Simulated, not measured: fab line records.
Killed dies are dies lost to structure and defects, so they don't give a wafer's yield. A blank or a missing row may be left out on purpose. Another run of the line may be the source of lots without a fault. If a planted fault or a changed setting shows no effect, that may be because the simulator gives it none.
Which tool is to blame? | flow nandHarc | 6 lots with 18 wafers sampled at 5 steps, on a route of 1302 steps

## WHAT THE GAUGES READ, wafer by wafer
NHARC_END_SORT_01.
lot  | measured     | on        | killedAtArray
L405 | day 29 02:52 | prober-01 | 17 20 22

## WHICH TOOL RAN EACH LOT (tool, then ch and the chambers of the sampled wafers, then the start)
lot  | NHARC_A_CONTACT_ETCH_117           | NHARC_A_CONTACT_ETCH_102          | NHARC_A_CONTACT_DEP_57       | NHARC_A_CONTACT_SOFTBAKE_64
L395 | harCapEtch-02 ch 1, day 22 02:40   | rieDiel-12 ch 1,3, day 22 05:11   | aclDep-02 ch 0, day 22 07:40 | lithoTrack-01 ch 0, day 22 11:00
L397 | harCapEtch-03 ch 0, day 22 11:22   | rieDiel-05 ch 0,2, day 22 13:52   | aclDep-01 ch 0, day 22 15:04 | lithoTrack-06 ch 0, day 22 18:00
L399 | harCapEtch-02 ch 0,1, day 24 05:58 | rieDiel-05 ch 2,3, day 24 08:29   | aclDep-02 ch 0, day 24 13:22 | lithoTrack-04 ch 0, day 24 16:00
L405 | harCapEtch-01 ch 0,1, day 26 05:57 | rieDiel-08 ch 0,1,3, day 26 08:29 | aclDep-03 ch 0, day 26 13:57 | lithoTrack-04 ch 0, day 26 17:00
L411 | harCapEtch-03 ch 1, day 29 15:14   | rieDiel-12 ch 1,2,3, day 29 18:33 | aclDep-02 ch 0, day 29 19:45 | lithoTrack-04 ch 0, day 29 22:00
L415 | harCapEtch-01 ch 0,1, day 30 09:23 | rieDiel-12 ch 0,1,2, day 30 11:56 | aclDep-01 ch 0, day 30 12:35 | lithoTrack-06 ch 0, day 30 16:00
- NHARC_A_CONTACT_ETCH_117: etches the open film in C4F8/O2/Ar, time 190 s, target depth 1850 nm.
- NHARC_A_CONTACT_ETCH_102: etches the open film in CF4/O2, target depth 100 nm, overetch 10 nm, time 55 s.
- NHARC_A_CONTACT_DEP_57: deposits aC, target thk 5300 nm.
- NHARC_A_CONTACT_SOFTBAKE_64: time 55 s.

## THE ANSWER, worked out from the rows above alone
Rule: usual is defined by the lots themselves. The widest of any qualifying gaps counts: lots, ordered by their means at a reading, are off when they make up no more than a third of the lots, leave a main group of 4 or more, and stand apart from it by 3 or more times the standard deviation of that group's means. A main group is skipped when, at the precision printed for the reading in the tables above, its means are all equal. Also off: a lot with no number at a reading for which 4 or more lots have one. Where the step has rows for the other lots, those lots are counted as sound.
No lot is off at any reading shown: from this, nothing can be told.

## WHAT THE SIMULATOR HAD INSERTED
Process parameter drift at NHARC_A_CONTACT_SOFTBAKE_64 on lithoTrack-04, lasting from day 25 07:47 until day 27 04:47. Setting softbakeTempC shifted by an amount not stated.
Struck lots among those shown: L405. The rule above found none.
